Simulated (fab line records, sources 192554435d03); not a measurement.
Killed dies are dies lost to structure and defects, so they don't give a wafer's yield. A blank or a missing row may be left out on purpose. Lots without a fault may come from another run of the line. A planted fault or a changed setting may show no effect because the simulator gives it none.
Chamber matching | flow n5_finfet | N5_SDB_HM_DEP_00 on pecvd-02: 3 sister chambers
The step deposits SiNx from SiH4/NH3/N2, target thk 40 nm, time 35.3 s. 6 wafers are shown with their chamber, then 10 later ones without.

WAFERS WITH THEIR CHAMBER
wafer  | chamber | throttle_valve_pct (%) | showerhead_plenum_p_Torr (Torr)
L079.3 | 1       | 37.7                   | 5.10
L081.6 | 0       | 36.5                   | 5.06
L082.5 | 1       | 37.6                   | 5.11
L082.6 | 2       | 39.0                   | 5.08
L085.1 | 0       | 36.5                   | 5.07
L085.3 | 2       | 39.0                   | 5.08

WAFERS WITHOUT THEIR CHAMBER
wafer  | throttle_valve_pct (%) | showerhead_plenum_p_Torr (Torr)
L085.4 | 36.4                   | 5.07
L089.1 | 39.1                   | 5.08
L089.4 | 37.5                   | 5.10
L089.6 | 39.0                   | 5.08
L094.1 | 39.0                   | 5.10
L094.2 | 36.7                   | 5.04
L094.5 | 37.6                   | 5.09
L097.1 | 37.0                   | 5.05
L097.3 | 36.7                   | 5.06
L097.5 | 38.0                   | 5.10

WHICH CHAMBER EACH WENT THROUGH
wafer  | from the rows above | in truth
L085.4 | 0                   | 0
L089.1 | 2                   | 2
L089.4 | 1                   | 1
L089.6 | 2                   | 2
L094.1 | 2                   | 2
L094.2 | 0                   | 0
L094.5 | 1                   | 1
L097.1 | 0                   | 0
L097.3 | 0                   | 0
L097.5 | 1                   | 1
Placed correctly: 10 of 10. Can't be placed from these rows: 0. Placed wrongly: 0.
How it was worked out, from the rows above alone: a wafer's distance from a chamber is the root of the sum, over the readings, of the square of ((its reading less the chamber's mean) divided by the reading's scatter). The wafer belongs to the nearest chamber; if the next one is less than 2 further off, it can't be placed. A chamber's mean is the mean of its shown wafers. The scatter: the root of (the sum of the squares of (reading less its chamber's mean) over the shown wafers, divided by (wafers less chambers)).
